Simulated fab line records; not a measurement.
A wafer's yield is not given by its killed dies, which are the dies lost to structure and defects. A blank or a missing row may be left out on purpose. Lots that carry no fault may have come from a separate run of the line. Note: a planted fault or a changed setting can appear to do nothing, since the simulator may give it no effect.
Matching of chambers    flow n5 finfet    N5_MOL_CONTACT_COAG_ETCH_59 on rie diel-06: 4 sister chambers
The step etches underlayer in N2/H2, target depth 13 nm, time 10.4 s. 20 wafers are shown with their chamber, then 10 later ones without.

## WAFERS WITH THEIR CHAMBER
wafer   chamber  showerhead plenum p Torr (Torr)  drypump motor current A (A)  throttle valve pct (%)
L076.1  0        2.72                             5.59                         17.8
L076.4  2        2.70                             5.73                         17.3
L076.5  1        2.49                             5.59                         17.7
L080.1  2        2.70                             5.77                         17.3
L080.2  3        2.61                             5.28                         17.8
L080.6  1        2.48                             5.63                         17.7
L083.2  0        2.71                             5.58                         17.9
L083.3  1        2.48                             5.63                         17.8
L083.5  1        2.48                             5.61                         17.8
L084.1  0        2.71                             5.59                         17.9
L084.4  3        2.60                             5.27                         17.8
L084.6  3        2.60                             5.26                         17.8
L089.2  0        2.71                             5.60                         17.9
L089.4  2        2.69                             5.74                         17.4
L089.5  1        2.48                             5.63                         17.8
L090.2  1        2.47                             5.61                         17.8
L090.3  2        2.69                             5.75                         17.3
L090.4  0        2.70                             5.60                         17.9
L091.3  2        2.69                             5.78                         17.3
L091.4  1        2.47                             5.64                         17.8

SIGNATURES, as means of the wafers listed above
reading                   chamber 0  chamber 1  chamber 2  chamber 3  scatter within a chamber
showerhead plenum p Torr  2.7100     2.4786     2.6940     2.6033     0.00648
drypump motor current A   5.5920     5.6200     5.7540     5.2700     0.0158
throttle valve pct        17.880     17.771     17.320     17.800     0.0435
Rule: for a wafer and a chamber, the distance is found by dividing, reading by reading, the gap between the wafer's reading and the chamber's mean by the reading's scatter, squaring, summing and taking the root. If the next closest chamber is less than 2 further off than the closest, the wafer can't be placed; otherwise it belongs to the closest. The scatter is the square root of a quotient: the sum, over the shown wafers, of each reading's squared deviation from its chamber's mean, divided by wafers minus chambers.

## WAFERS WITHOUT THEIR CHAMBER
wafer   showerhead plenum p Torr (Torr)  drypump motor current A (A)  throttle valve pct (%)
L091.6  2.69                             5.77                         17.3
L092.4  2.47                             5.59                         17.8
L092.5  2.70                             5.59                         17.9
L092.6  2.60                             5.25                         17.3
L093.1  2.70                             5.59                         17.9
L093.2  2.69                             5.74                         17.4
L093.4  2.47                             5.58                         17.8
L094.1  2.70                             5.58                         17.9
L094.2  2.60                             5.26                         17.4
L094.3  2.69                             5.74                         17.4

## CHAMBER TAKEN BY EACH
wafer   from the rows above  in truth
L091.6  2                    2
L092.4  1                    1
L092.5  0                    0
L092.6  3                    3
L093.1  0                    0
L093.2  2                    2
L093.4  1                    1
L094.1  0                    0
L094.2  3                    3
L094.3  2                    2
10 of 10 placed correctly. Left unplaced by these rows: 0. 0 placed wrongly.
